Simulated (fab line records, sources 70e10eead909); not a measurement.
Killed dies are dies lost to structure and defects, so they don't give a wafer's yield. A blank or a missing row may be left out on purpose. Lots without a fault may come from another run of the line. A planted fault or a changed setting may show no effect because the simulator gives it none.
fab line records | flow nand_harc
record lots=24 wafers=72 last_day=24
route steps=1159 shown A_BLC@979 A_M0@1007 A_M1@1047
lots that met no fault: from a run of the same line without faults
start_h: hours from the record's first day to the start of the lot's first wafer shown | wait_h: hours since the lot's step before | " the same as in the row above | L1.1+2: a row that stands for several wafers | - no value, or no start given | * or withheld: withheld | < > ~ a bound
route shown NAME@n: a module of which the file shows steps, and the number in the route of the first | usual: mean/standard deviation of fault-free wafers | same: alike in all rows | chamber/n: place in a boat | sites: the reading at each site | _std_site: their standard deviation | _edge_site: outer sites' mean less inner sites' | radius_mm: how far each site lies from the wafer's centre | mask NAME#n: copy n | behind: the tool/chamber that last shaped the wafer | hold: why the lot was held/for how many hours/how that ended | device: the transistor (n, p or np) that didn't switch | end of line: the same wafers' tests at the end of the route | a step without rows: its recipe alone | killed: dies lost to structure and defects at the first sort, not the wafer's yield | map: a wafer's dies, x killed, . not, _ none there
set.NAME: the setting as run; set.NAME@STEP: as run at that earlier step | model.NAME: the simulator's own value behind a step, which no gauge read
steps of the route over a sample of lots; a table a step, a row a wafer
services: from which hour (start_h, from the record's first day; less than 0 if before it) a tool's chamber was out of use, for how many hours, and why
## steps
# step NHARC_A_BLC_ETCH_17
# recipe target_depth_a=3900 over_etch_frac=0.25 time_s=609.38 ion_energy_ev=200 n2_flow_sccm=150 h2_flow_sccm=150 ar_flow_sccm=0 rf_w=400 bias_w=150 chemistry=N2/H2
# usual drypump_motor_current_A=5.9/0.44 n2_flow_sccm=150.0/0.45 oes_product_au=0.998/0.0087 rf_vpp_V=429.5/2.7 showerhead_plenum_p_Torr=2.00/0.095 throttle_valve_pct=14.171/0.009
# same over_etch_frac=0.25
# columns lot.wafer tool chamber start_h wait_h drypump_motor_current_A n2_flow_sccm oes_product_au rf_hours_counter_h rf_vpp_V showerhead_plenum_p_Torr throttle_valve_pct
L076.3 rie_diel-08 3 - - 5.9 150.4 0.999 8 426.9 1.94 14.165
L076.2 " 0 " " 5.8 150.2 0.997 8 430.7 2.10 14.170
L076.6 " 2 " " 6.0 149.9 0.986 - 432.1 2.07 14.166
L075.3 rie_diel-04 3 - - 6.4 149.8 1.005 14 425.2 1.90 14.183
L075.2 " 0 " " 5.9 149.9 0.990 15 433.7 2.16 14.158
L075.5 " 3 " " 6.4 149.9 1.004 - 427.8 1.90 14.169
L077.2 rie_diel-04 3 - - 6.4 150.1 0.993 14 425.2 1.90 14.170
L077.3 " 2 " " 5.7 150.2 0.996 14 427.3 1.89 14.182
L077.5 " 0 " " 5.9 150.1 1.000 - 434.2 2.16 14.171
L080.2 rie_diel-04 3 - - 6.4 149.6 1.000 15 426.5 1.90 14.180
L080.6 " 1 " " 5.1 149.9 0.994 - 428.4 1.98 14.162
L080.5 " 2 " " 5.7 149.5 0.997 - 427.2 1.90 14.188
L078.2 rie_diel-08 3 - - 5.9 150.3 1.001 10 427.7 1.94 14.178
L078.3 " 0 " " 5.8 149.7 0.993 9 431.6 2.10 14.177
L078.5 " 0 " " 5.8 149.8 0.981 - 432.4 2.10 14.168
L079.3 rie_diel-04 0 - - 5.9 150.0 0.986 17 434.2 2.16 14.173
L079.5 " 2 " " 5.7 150.0 1.000 - 425.9 1.89 14.166
L079.4 " 0 " " 5.9 150.6 0.993 - 432.8 2.16 14.171
L074.4 rie_diel-08 0 - - 5.8 150.1 0.993 10 430.8 2.10 14.189
L074.2 " 2 " " 6.0 149.5 0.992 11 430.8 2.07 14.167
L074.6 " 1 " " 6.8 150.5 1.003 - 428.9 1.97 14.173
L081.4 rie_diel-08 0 - - 5.9 150.2 0.983 11 432.1 2.10 14.155
L081.2 " 2 " " 6.0 150.3 0.993 12 431.2 2.07 14.166
L081.6 " 0 " " 5.8 150.6 0.992 - 433.5 2.10 14.181
L082.3 rie_diel-08 2 - - 6.0 150.2 0.999 12 431.6 2.07 14.155
L082.2 " 1 " " 6.8 150.0 0.995 13 428.9 1.97 14.184
L082.6 " 2 " " 6.0 150.1 0.997 - 430.6 2.07 14.159
L083.3 rie_diel-04 0 - - 5.9 150.4 0.994 19 433.3 2.15 14.162
L083.1 " 1 " " 5.1 150.4 0.994 20 429.3 1.98 14.175
L083.2 " 3 " " 6.4 149.8 0.996 19 427.0 1.90 14.168
L085.3 rie_diel-08 3 - - 5.9 149.6 1.004 14 427.7 1.94 14.171
L085.4 " 1 " " 6.8 150.2 1.008 14 429.0 1.97 14.173
L085.2 " 2 " " 6.0 149.7 1.001 13 432.7 2.07 14.170
L084.3 rie_diel-04 2 - - 5.7 149.5 1.001 21 427.3 1.89 14.164
L084.4 " 0 " " 5.9 150.6 0.997 20 433.9 2.15 14.176
L084.5 " 2 " " 5.7 149.3 1.005 - 425.0 1.89 14.169
L088.2 rie_diel-08 2 - - 6.0 149.7 0.989 15 431.1 2.07 14.185
L088.6 " 1 " " 6.8 150.6 0.992 - 429.6 1.97 14.165
L088.5 " 2 " " 6.0 150.1 0.998 - 432.4 2.07 14.178
L087.3 rie_diel-04 2 - - 5.7 149.5 1.010 22 426.0 1.89 14.188
L087.1 " 3 " " 6.4 150.1 0.996 21 426.6 1.90 14.176
L087.6 " 2 " " 5.7 149.6 1.008 - 427.4 1.89 14.175
L086.4 rie_diel-08 3 - - 5.9 150.2 1.006 16 425.7 1.94 14.172
L086.1 " 0 " " 5.8 149.6 0.995 15 432.4 2.10 14.168
L086.3 " 1 " " 6.8 150.5 0.999 17 429.1 1.97 14.169
L089.1 rie_diel-04 2 - - 5.7 149.7 0.989 1 425.8 1.89 14.181
L089.2 " 3 " " 6.4 149.9 1.016 1 427.6 1.90 14.165
L089.6 " 3 " " 6.4 149.9 1.014 - 426.7 1.90 14.173
L090.2 rie_diel-08 0 - - 5.8 150.6 1.007 1 433.2 2.10 14.166
L090.5 " 3 " " 5.9 151.3 1.001 - 426.9 1.94 14.180
L090.6 " 0 " " 5.8 149.9 1.019 - 431.9 2.10 14.176
L094.3 rie_diel-13 2 - - 5.5 150.3 1.006 13 434.0 2.21 14.165
L094.4 " 0 " " 5.4 150.3 1.005 12 432.0 2.08 14.169
L094.5 " 1 " " 5.4 149.8 1.016 - 430.6 2.04 14.165
L091.3 rie_diel-08 2 - - 6.0 150.2 0.995 1 433.0 2.06 14.174
L091.2 " 3 " " 5.9 150.0 1.007 1 426.9 1.94 14.175
L091.6 " 2 " " 6.0 151.0 1.001 - 431.6 2.06 14.169
L092.3 rie_diel-08 3 - - 5.9 149.5 1.000 2 428.1 1.94 14.165
L092.2 " 1 " " 6.8 149.7 0.993 2 427.8 1.97 14.185
L092.6 " 2 " " 6.0 150.5 0.999 - 432.5 2.06 14.162
L093.3 rie_diel-13 2 - - 5.5 150.0 1.002 16 434.2 2.21 14.168
L093.2 " 3 " " 5.8 150.0 0.991 13 434.4 2.19 14.166
L093.5 " 2 " " 5.5 150.0 1.016 - 435.4 2.21 14.172
L095.4 rie_diel-04 3 - - 6.4 150.1 1.010 4 426.9 1.89 14.187
L095.2 " 0 " " 5.9 150.3 0.994 4 434.0 2.15 14.178
L095.1 " 1 " " 5.1 149.5 1.000 5 428.9 1.98 14.163
L096.3 rie_diel-08 2 - - 6.0 149.4 0.980 4 430.6 2.06 14.191
L096.6 " 2 " " 6.0 149.7 0.984 - 431.4 2.06 14.168
L096.5 " 3 " " 5.9 150.3 0.992 - 427.7 1.94 14.153
L097.2 rie_diel-04 1 - - 5.1 150.2 0.997 6 430.1 1.98 14.167
L097.6 " 2 " " 5.7 151.1 0.993 - 427.3 1.89 14.174
L097.5 " 3 " " 6.4 149.9 1.023 - 425.3 1.89 14.183
# step NHARC_A_BLC_STRIP_21
# recipe o2_flow_sccm=500 ar_flow_sccm=0 bias_w=0 chemistry=O2
# usual drypump_motor_current_A=5.9/0.45 oes_product_au=0.998/0.0096 rf_vpp_V=57.6/0.89 showerhead_plenum_p_Torr=3.49/0.16 throttle_valve_pct=17.037/0.0086
# columns lot.wafer tool chamber start_h wait_h drypump_motor_current_A oes_product_au rf_hours_counter_h rf_vpp_V showerhead_plenum_p_Torr throttle_valve_pct
L076.2 rie_diel-04 1 399.85 0.1 5.1 0.986 14 56.3 3.44 17.039
L076.3 " 2 " " 5.7 0.999 13 57.0 3.30 17.032
L076.6 " 0 " " 5.9 0.991 - 58.5 3.71 17.043
L075.2 rie_diel-08 2 406.36 0.1 6.0 0.996 9 56.7 3.57 17.029
L075.3 " 3 " " 5.9 1.000 9 57.5 3.37 17.037
L075.5 " 2 " " 6.0 1.000 - 58.9 3.57 17.049
L077.3 rie_diel-08 1 407.78 0.1 6.8 0.995 9 56.7 3.42 17.035
L077.2 " 2 " " 6.0 0.987 9 59.3 3.57 17.048
L077.5 " 0 " " 5.9 0.993 - 57.5 3.62 17.049
L080.2 rie_diel-04 2 412.09 0.1 5.7 1.001 15 56.6 3.30 17.045
L080.5 " 3 " " 6.4 1.009 - 57.7 3.30 17.036
L080.6 " 0 " " 5.9 0.983 - 58.8 3.71 17.043
L078.2 rie_diel-13 3 418.65 0.1 5.8 1.007 48 59.2 3.78 17.043
L078.3 " 2 " " 5.5 0.998 43 56.5 3.28 17.035
L078.5 " 3 " " 5.8 1.006 - 57.9 3.78 17.033
L079.3 rie_diel-04 1 423.30 0.1 5.1 0.990 17 58.2 3.43 17.032
L079.5 " 2 " " 5.7 0.999 - 58.4 3.30 17.032
L079.4 " 0 " " 5.9 0.996 - 58.4 3.71 17.045
L074.2 rie_diel-08 3 427.76 0.1 5.9 1.006 12 56.8 3.37 17.031
L074.4 " 2 " " 6.0 0.993 11 58.3 3.57 17.029
L074.6 " 0 " " 5.8 0.994 - 57.8 3.62 17.056
L081.4 rie_diel-04 1 435.28 0.1 5.1 0.992 18 58.3 3.43 17.038
L081.2 " 0 " " 5.9 0.994 18 57.5 3.71 17.036
L081.6 " 1 " " 5.1 0.987 - 56.1 3.43 17.043
L082.3 rie_diel-08 3 439.42 0.1 5.9 1.005 13 59.3 3.37 17.052
L082.2 " 1 " " 6.8 0.994 14 56.9 3.41 17.034
L082.6 " 2 " " 6.0 1.001 - 57.1 3.57 17.046
L083.1 rie_diel-04 2 448.57 0.1 5.7 1.014 20 58.3 3.30 17.044
L083.2 " 0 " " 5.9 0.994 19 58.6 3.71 17.033
L083.3 " 1 " " 5.1 0.994 21 56.6 3.43 17.043
L085.4 rie_diel-08 3 448.83 0.1 5.9 1.007 14 57.9 3.37 17.034
L085.2 " 0 " " 5.8 0.996 13 58.5 3.62 17.041
L085.3 " 1 " " 6.8 1.003 14 57.6 3.41 17.034
L084.3 rie_diel-04 1 460.70 0.1 5.1 0.991 22 58.5 3.43 17.045
L084.4 " 2 " " 5.7 1.005 22 56.8 3.30 17.045
L084.5 " 0 " " 5.9 0.990 - 57.4 3.71 17.045
L088.2 rie_diel-08 1 461.44 0.1 6.8 0.983 16 56.4 3.41 17.048
L088.5 " 0 " " 5.8 0.998 - 59.1 3.62 17.033
L088.6 " 1 " " 6.7 0.990 - 58.1 3.41 17.041
L087.3 rie_diel-08 0 462.18 0.1 5.8 0.989 14 59.8 3.62 17.029
L087.1 " 1 " " 6.8 0.981 16 56.7 3.41 17.042
L087.6 " 3 " " 5.9 1.003 - 57.0 3.37 17.041
L086.1 rie_diel-13 3 473.86 0.1 5.8 1.010 4 57.5 3.77 17.025
L086.4 " 0 " " 5.4 1.015 5 59.1 3.60 17.021
L086.3 " 1 " " 5.4 1.011 6 56.0 3.53 17.046
L089.1 rie_diel-04 0 486.89 0.1 5.9 0.997 2 57.4 3.71 17.035
L089.2 " 3 " " 6.4 1.018 1 56.5 3.30 17.040
L089.6 " 0 " " 5.9 0.986 - 58.2 3.71 17.030
L090.2 rie_diel-04 1 496.82 0.1 5.1 1.000 3 57.3 3.43 17.031
L090.5 " 3 " " 6.4 1.014 - 56.7 3.30 17.030
L090.6 " 0 " " 5.9 0.988 - 59.4 3.71 17.038
L094.4 rie_diel-08 1 497.31 0.1 6.7 0.997 1 58.6 3.41 17.056
L094.3 " 2 " " 6.0 0.994 1 56.5 3.57 17.022
L094.5 " 2 " " 6.0 0.975 - 57.4 3.57 17.043
L091.2 rie_diel-04 2 505.72 0.1 5.7 1.000 3 57.9 3.30 17.030
L091.3 " 3 " " 6.4 1.018 3 57.2 3.30 17.035
L091.6 " 1 " " 5.1 0.997 - 56.8 3.43 17.053
L092.2 rie_diel-04 3 507.43 0.1 6.4 1.020 3 57.9 3.30 17.022
L092.3 " 1 " " 5.1 0.995 4 57.3 3.43 17.036
L092.6 " 2 " " 5.7 0.985 - 56.1 3.30 17.039
L093.2 rie_diel-08 3 507.62 0.2 5.9 1.003 2 56.6 3.37 17.044
L093.3 " 1 " " 6.8 0.997 2 58.5 3.41 17.040
L093.5 " 2 " " 6.0 0.988 - 58.0 3.57 17.072
L095.2 rie_diel-04 1 518.22 0.1 5.1 1.000 5 56.2 3.43 17.034
L095.4 " 2 " " 5.7 0.982 5 57.1 3.29 17.029
L095.1 " 3 " " 6.3 1.019 4 58.4 3.30 17.030
L096.3 rie_diel-04 1 521.70 0.1 5.1 1.002 6 57.4 3.43 17.035
L096.6 " 0 " " 5.9 0.986 - 58.7 3.70 17.035
L096.5 " 1 " " 5.1 1.009 - 55.9 3.43 17.037
L097.2 rie_diel-13 0 529.05 0.1 5.4 0.996 27 57.3 3.59 17.038
L097.5 " 3 " " 5.8 0.999 - 59.5 3.76 17.042
L097.6 " 0 " " 5.4 1.003 - 56.6 3.59 17.032
# step NHARC_A_BLC_PVD_32
# recipe target_thk_a=50 chamber_pressure_pa=5 power_w=5000 substrate_temp_c=200 time_s=17.7 material=Ti
# usual cathode_dc_power_W=4999.9/0.93 throttle_valve_pct=29.2/0.62
# columns lot.wafer tool chamber start_h wait_h cathode_dc_power_W throttle_valve_pct
L076.3 pvd_sputter-03 - - - 4999.7 29.9
L076.2 " - " " 5000.9 28.9
L076.6 " - " " 4998.6 28.9
L075.3 pvd_sputter-03 - - - 4999.3 29.7
L075.2 " - " " 4999.4 28.7
L075.5 " - " " 4997.9 28.7
L077.2 pvd_sputter-02 - - - 5000.9 28.8
L077.3 " - " " 5001.9 29.8
L077.5 " - " " 5000.4 29.8
L080.2 pvd_sputter-01 - - - 4999.4 28.5
L080.5 " - " " 5000.8 28.3
L080.6 " - " " 5001.0 30.2
L078.3 pvd_sputter-03 - - - 4999.8 28.3
L078.2 " - " " 5001.5 28.7
L078.5 " - " " 5000.7 28.9
L079.4 pvd_sputter-03 - - - 4999.0 28.3
L079.3 " - " " 5001.9 29.0
L079.5 " - " " 5000.1 29.0
L074.2 pvd_sputter-03 - - - 5000.5 28.9
L074.4 " - " " 4999.8 29.8
L074.6 " - " " 4998.7 29.1
L081.2 pvd_sputter-03 - - - 4999.3 28.8
L081.4 " - " " 4998.9 29.1
L081.6 " - " " 4999.7 28.9
L082.3 pvd_sputter-02 - - - 4998.4 28.9
L082.2 " - " " 4999.5 29.5
L082.6 " - " " 5000.7 29.4
L083.1 pvd_sputter-03 - - - 5002.1 29.8
L083.3 " - " " 5000.0 28.4
L083.2 " - " " 4999.8 28.6
L085.4 pvd_sputter-01 - - - 4998.5 29.4
L085.2 " - " " 5000.5 28.4
L085.3 " - " " 4999.7 30.0
L084.4 pvd_sputter-02 - - - 4998.8 29.7
L084.3 " - " " 4999.0 29.6
L084.5 " - " " 5000.7 29.5
L088.2 pvd_sputter-01 - - - 4998.8 29.5
L088.5 " - " " 5001.3 29.3
L088.6 " - " " 4999.1 30.9
L087.1 pvd_sputter-02 - - - 5000.4 29.5
L087.3 " - " " 4999.7 29.7
L087.6 " - " " 4999.8 29.7
L086.1 pvd_sputter-01 - - - 4999.2 30.7
L086.3 " - " " 4999.1 28.5
L086.4 " - " " 4999.0 29.9
L089.2 pvd_sputter-03 - - - 5000.8 29.2
L089.1 " - " " 5000.5 28.2
L089.6 " - " " 4997.7 29.4
L090.2 pvd_sputter-03 - - - 5000.2 29.1
L090.6 " - " " 4998.9 29.3
L090.5 " - " " 4998.8 29.5
L094.3 pvd_sputter-03 - - - 5001.4 28.2
L094.4 " - " " 5000.3 29.4
L094.5 " - " " 5001.1 28.5
L091.2 pvd_sputter-03 - - - 5000.7 29.1
L091.3 " - " " 4999.6 29.5
L091.6 " - " " 4998.4 28.7
L092.3 pvd_sputter-02 - - - 4999.9 29.7
L092.2 " - " " 5000.2 29.6
L092.6 " - " " 5000.1 29.5
L093.3 pvd_sputter-03 - - - 4998.7 29.0
L093.2 " - " " 4999.5 29.1
L093.5 " - " " 4999.2 28.9
L095.2 pvd_sputter-03 - - - 4999.4 29.0
L095.4 " - " " 4999.4 28.3
L095.1 " - " " 4998.1 28.6
L096.3 pvd_sputter-03 - - - 5000.2 29.0
L096.5 " - " " 5001.0 29.1
L096.6 " - " " 5000.8 29.2
L097.2 pvd_sputter-02 - - - 5000.8 29.6
L097.5 " - " " 5002.2 29.5
L097.6 " - " " 5000.6 29.7
# step NHARC_A_BLC_ALD_23
# recipe target_thk_a=30 pulse_time_s=1 ald_cycles=150 temp_c=450 material=TiN
# usual heater_power_w=1073/130 precursor_pulse_height_rel=0.999/0.02
# same ald_cycles=150
# columns lot.wafer tool chamber start_h wait_h heater_power_w precursor_pulse_height_rel
L076.2 ald_metal-04 1 400.55 - 1190 0.997
L076.3 " 2 " " 1020 0.947
L076.6 " 3 " " 1245 1.000
L075.3 ald_metal-03 1 407.03 - 982 1.021
L075.2 " 0 " " 1290 0.986
L075.5 " 2 " " 980 1.003
L077.2 ald_metal-01 3 408.47 - 1246 1.011
L077.3 " 0 " " 976 1.009
L077.5 " 3 " " 1279 1.006
L080.2 ald_metal-01 3 412.78 - 1265 0.971
L080.5 " 0 " " 1004 1.024
L080.6 " 2 " " 1065 1.021
L078.3 ald_metal-03 0 419.31 - 1230 0.996
L078.2 " 2 " " 966 1.029
L078.5 " 1 " " 1001 0.999
L079.4 ald_metal-01 1 424.00 - 869 0.971
L079.3 " 2 " " 1096 1.009
L079.5 " 3 " " 1266 1.010
L074.4 ald_metal-03 2 428.44 - 936 1.023
L074.2 " 3 " " 1052 1.021
L074.6 " 2 " " 947 0.998
L081.4 ald_metal-04 2 435.96 - 1011 1.032
L081.2 " 0 " " 955 0.980
L081.6 " 2 " " 1005 1.025
L082.2 ald_metal-01 3 440.07 - 1264 0.988
L082.3 " 1 " " 859 1.013
L082.6 " 3 " " 1269 0.998
L083.3 ald_metal-03 3 449.28 - 1028 0.989
L083.2 " 0 " " 1289 1.000
L083.1 " 1 " " 1007 1.010
L085.3 ald_metal-04 3 449.58 - 1225 1.031
L085.2 " 0 " " 976 0.975
L085.4 " 1 " " 1143 1.021
L084.4 ald_metal-03 0 461.36 - 1268 1.003
L084.3 " 2 " " 968 0.999
L084.5 " 0 " " 1241 0.997
L088.2 ald_metal-04 2 462.11 - 999 0.990
L088.6 " 1 " " 1173 0.998
L088.5 " 2 " " 1029 0.987
L087.3 ald_metal-03 1 462.83 - 988 0.985
L087.1 " 3 " " 1039 0.988
L087.6 " 2 " " 965 0.988
L086.1 ald_metal-04 3 474.55 - 1228 1.010
L086.4 " 0 " " 1017 0.974
L086.3 " 1 " " 1139 1.011
L089.2 ald_metal-01 1 487.61 - 911 0.996
L089.1 " 2 " " 1095 1.014
L089.6 " 3 " " 1294 1.023
L090.2 ald_metal-01 3 497.51 - 1295 0.990
L090.6 " 1 " " 884 0.975
L090.5 " 2 " " 1095 0.992
L094.3 ald_metal-03 1 498.00 - 984 1.020
L094.4 " 3 " " 1052 0.995
L094.5 " 0 " " 1279 1.029
L091.3 ald_metal-01 1 506.41 - 901 1.002
L091.2 " 2 " " 1064 0.993
L091.6 " 3 " " 1342 0.985
L092.3 ald_metal-01 3 508.13 - 1309 1.007
L092.2 " 2 " " 1105 0.980
L092.6 " 3 " " 1289 1.001
L093.2 ald_metal-04 3 508.30 - 1209 0.968
L093.3 " 2 " " 1017 1.013
L093.5 " 0 " " 965 1.019
L095.1 ald_metal-01 2 518.91 - 1076 0.954
L095.2 " 3 " " 1295 1.003
L095.4 " 0 " " 918 1.003
L096.3 ald_metal-01 2 522.38 - 1105 0.976
L096.6 " 1 " " 896 0.998
L096.5 " 2 " " 1110 0.999
L097.2 ald_metal-03 1 529.76 - 1019 1.005
L097.6 " 2 " " 957 1.019
L097.5 " 3 " " 1054 0.975
# step NHARC_A_M0_DESCUM_14
# recipe time_s=3 o2_flow_sccm=200 ar_flow_sccm=0 bias_power_w=0 chemistry=O2
# usual drypump_motor_current_A=5.5/0.45 oes_product_au=0.996/0.01 rf_vpp_V=57.6/0.83 showerhead_plenum_p_Torr=1.87/0.063 throttle_valve_pct=11.310/0.0088
# columns lot.wafer tool chamber start_h wait_h drypump_motor_current_A oes_product_au rf_hours_counter_h rf_vpp_V showerhead_plenum_p_Torr throttle_valve_pct
L076.2 rie_diel-02 0 407.27 0.1 5.6 0.996 6 58.8 1.86 11.302
L076.3 " 1 " " 5.0 1.003 4 58.6 2.04 11.301
L076.6 " 3 " " 6.0 0.996 - 58.2 1.91 11.314
L075.3 rie_diel-12 1 410.40 0.1 5.8 1.002 1 57.2 1.88 11.310
L075.2 " 2 " " 5.3 0.996 2 57.1 1.80 11.302
L075.5 " 3 " " 4.9 1.006 - 57.6 1.89 11.313
L077.3 rie_diel-12 0 411.73 0.1 5.5 1.017 2 56.8 1.83 11.313
L077.2 " 1 " " 5.8 0.992 1 56.8 1.88 11.291
L077.5 " 3 " " 5.0 0.994 - 58.1 1.89 11.302
L080.2 rie_diel-09 0 415.01 0.1 5.2 0.985 11 58.4 1.83 11.306
L080.5 " 1 " " 5.1 0.991 - 57.1 1.98 11.309
L080.6 " 2 " " 6.4 0.996 - 57.9 1.81 11.303
L078.3 rie_diel-12 1 421.55 0.1 5.8 0.989 2 58.6 1.88 11.310
L078.2 " 3 " " 5.0 0.996 3 57.5 1.89 11.306
L078.5 " 1 " " 5.8 0.980 - 59.1 1.88 11.315
L079.3 rie_diel-12 3 426.09 0.1 5.0 1.001 3 56.2 1.89 11.299
L079.4 " 1 " " 5.8 0.980 2 57.5 1.88 11.326
L079.5 " 2 " " 5.3 0.972 - 57.0 1.80 11.313
L074.2 rie_diel-02 3 434.18 0.1 5.9 1.003 8 56.3 1.90 11.309
L074.4 " 1 " " 5.0 1.004 6 58.7 2.04 11.295
L074.6 " 3 " " 6.0 0.990 - 57.5 1.90 11.323
L081.2 rie_diel-02 1 439.56 0.1 5.0 0.991 7 57.7 2.04 11.309
L081.4 " 0 " " 5.6 1.015 8 58.2 1.86 11.286
L081.6 " 1 " " 5.0 0.997 - 58.8 2.04 11.312
L082.3 rie_diel-09 0 443.25 0.1 5.1 1.000 0 57.2 1.83 11.305
L082.2 " 1 " " 5.1 0.999 0 56.7 1.98 11.292
L082.6 " 0 " " 5.1 1.008 - 56.9 1.83 11.305
L083.1 rie_diel-12 1 451.50 0.1 5.8 0.998 4 57.2 1.88 11.301
L083.2 " 2 " " 5.3 0.993 5 57.7 1.79 11.309
L083.3 " 3 " " 5.0 1.005 5 57.3 1.89 11.289
L085.2 rie_diel-09 1 451.89 0.1 5.1 1.006 1 57.1 1.98 11.305
L085.4 " 2 " " 6.4 0.999 1 57.9 1.80 11.305
L085.3 " 3 " " 6.2 0.998 1 58.6 1.85 11.300
L084.4 rie_diel-12 0 472.89 0.1 5.5 1.006 8 55.4 1.83 11.302
L084.3 " 1 " " 5.8 0.995 6 58.7 1.88 11.301
L084.5 " 0 " " 5.5 1.009 - 57.8 1.83 11.326
L088.2 rie_diel-02 1 478.20 0.1 5.0 0.993 10 58.6 2.04 11.301
L088.6 " 3 " " 6.0 0.994 - 58.6 1.90 11.315
L088.5 " 0 " " 5.6 0.995 - 57.0 1.86 11.304
L087.1 rie_diel-09 1 478.57 0.1 5.1 1.004 1 56.9 1.98 11.316
L087.3 " 2 " " 6.4 0.986 2 56.6 1.80 11.319
L087.6 " 3 " " 6.2 0.990 - 56.6 1.85 11.313
L086.1 rie_diel-12 1 484.67 0.1 5.8 0.987 7 57.2 1.88 11.295
L086.3 " 2 " " 5.3 0.979 7 57.7 1.79 11.309
L086.4 " 2 " " 5.3 0.983 - 57.5 1.79 11.303
L089.1 rie_diel-12 2 495.78 0.1 5.3 0.989 8 56.5 1.79 11.324
L089.2 " 1 " " 5.8 0.992 8 55.9 1.88 11.309
L089.6 " 2 " " 5.3 0.996 - 56.6 1.79 11.309
L090.2 rie_diel-02 3 504.00 0.1 6.0 0.998 14 58.6 1.90 11.317
L090.6 " 2 " " 5.9 0.999 - 57.6 1.90 11.325
L090.5 " 3 " " 6.0 0.988 - 57.2 1.90 11.324
L094.3 rie_diel-12 2 505.04 0.1 5.2 0.990 9 57.8 1.79 11.308
L094.4 " 3 " " 5.0 0.991 8 58.3 1.89 11.314
L094.5 " 1 " " 5.8 0.976 - 58.2 1.88 11.304
L091.3 rie_diel-12 3 508.62 0.1 5.0 0.992 8 56.5 1.89 11.317
L091.2 " 0 " " 5.6 1.007 10 57.8 1.83 11.300
L091.6 " 2 " " 5.3 0.985 - 57.4 1.79 11.302
L092.2 rie_diel-09 2 512.18 0.1 6.4 0.991 4 57.2 1.80 11.311
L092.3 " 0 " " 5.2 0.993 3 57.8 1.83 11.294
L092.6 " 2 " " 6.4 0.985 - 57.6 1.80 11.318
L093.3 rie_diel-12 0 512.59 0.1 5.5 1.013 10 57.8 1.83 11.321
L093.2 " 1 " " 5.8 0.986 9 58.6 1.88 11.316
L093.5 " 3 " " 5.0 1.002 - 59.0 1.89 11.319
L095.1 rie_diel-09 1 521.03 0.1 5.1 0.990 3 57.4 1.98 11.304
L095.2 " 3 " " 6.2 0.990 4 58.8 1.85 11.306
L095.4 " 0 " " 5.2 0.985 3 57.5 1.83 11.312
L096.3 rie_diel-12 0 524.65 0.1 5.5 1.012 11 56.1 1.83 11.311
L096.5 " 0 " " 5.5 1.005 - 57.3 1.83 11.317
L096.6 " 1 " " 5.8 0.981 - 59.2 1.88 11.313
L097.2 rie_diel-09 1 533.18 0.1 5.1 1.004 4 56.8 1.98 11.327
L097.5 " 0 " " 5.2 1.000 - 56.4 1.83 11.323
L097.6 " 1 " " 5.1 0.997 - 58.6 1.98 11.305
# step NHARC_A_M1_PRE_CLEAN_30
# recipe time_s=30 temp_c=280 gas=H2/He
# usual heater_power_w=405/38
# columns lot.wafer tool chamber start_h wait_h heater_power_w
L076.2 pvd_sputter-02 - - - 374
L076.3 " - " " 406
L076.6 " - " " 407
L075.3 pvd_sputter-02 - - - 417
L075.2 " - " " 381
L075.5 " - " " 387
L077.2 pvd_sputter-01 - - - 365
L077.3 " - " " 383
L077.5 " - " " 378
L080.2 pvd_sputter-03 - - - 406
L080.6 " - " " 405
L080.5 " - " " 392
L078.3 pvd_sputter-01 - - - 387
L078.2 " - " " 447
L078.5 " - " " 395
L079.4 pvd_sputter-02 - - - 382
L079.3 " - " " 415
L079.5 " - " " 393
L074.2 pvd_sputter-03 - - - 397
L074.4 " - " " 399
L074.6 " - " " 389
L081.4 pvd_sputter-03 - - - 406
L081.2 " - " " 412
L081.6 " - " " 423
L082.3 pvd_sputter-02 - - - 411
L082.2 " - " " 518
L082.6 " - " " 401
L083.2 pvd_sputter-01 - - - 393
L083.3 " - " " 363
L083.1 " - " " 430
L085.4 pvd_sputter-02 - - - 406
L085.2 " - " " 524
L085.3 " - " " 396
L084.4 pvd_sputter-02 - - - 375
L084.3 " - " " 389
L084.5 " - " " 386
L088.2 pvd_sputter-01 - - - 434
L088.5 " - " " 443
L088.6 " - " " 373
L087.1 pvd_sputter-01 - - - 436
L087.3 " - " " 367
L087.6 " - " " 372
L086.3 pvd_sputter-02 - - - 524
L086.4 " - " " 401
L086.1 " - " " 382
L089.2 pvd_sputter-01 - - - 362
L089.1 " - " " 443
L089.6 " - " " 386
L090.2 pvd_sputter-02 - - - 413
L090.5 " - " " 383
L090.6 " - " " 417
L094.4 pvd_sputter-03 - - - 382
L094.3 " - " " 394
L094.5 " - " " 388
L091.3 pvd_sputter-01 - - - 372
L091.2 " - " " 447
L091.6 " - " " 375
L092.3 pvd_sputter-02 - - - 499
L092.2 " - " " 384
L092.6 " - " " 393
L093.2 pvd_sputter-03 - - - 388
L093.3 " - " " 411
L093.5 " - " " 397
L095.1 pvd_sputter-03 - - - 397
L095.2 " - " " 395
L095.4 " - " " 383
L096.3 pvd_sputter-01 - - - 383
L096.6 " - " " 378
L096.5 " - " " 429
L097.2 pvd_sputter-03 - - - 387
L097.6 " - " " 381
L097.5 " - " " 395
## services
# columns tool chamber start_h hours kind
rie_diel-12 - 379.40 9.0 pm
rie_diel-09 1 389.24 17.3 repair
pvd_sputter-02 - 392.04 10.0 pm
pvd_sputter-03 - 397.09 2.5 repair
rie_diel-12 1 397.89 6.5 repair
ald_metal-01 1 405.26 7.6 repair
rie_diel-08 0 410.20 6.9 repair
rie_diel-04 3 418.59 6.9 repair
rie_diel-09 1 426.32 7.5 repair
rie_diel-04 0 436.96 6.9 repair
ald_metal-01 - 451.79 0.4 repair
ald_metal-01 - 458.00 10.0 pm
pvd_sputter-03 - 458.00 10.0 pm
rie_diel-04 - 465.98 9.0 pm
ald_metal-03 0 470.60 3.6 repair
rie_diel-12 3 474.21 19.8 repair
rie_diel-08 - 478.80 9.0 pm
pvd_sputter-02 - 495.66 7.5 repair
ald_metal-03 - 500.00 10.0 pm
rie_diel-04 - 500.12 0.5 repair
rie_diel-08 0 501.42 9.7 repair
rie_diel-08 1 513.56 11.1 repair
ald_metal-01 3 533.65 2.7 repair
rie_diel-08 - 535.17 0.4 repair
## key
fault none
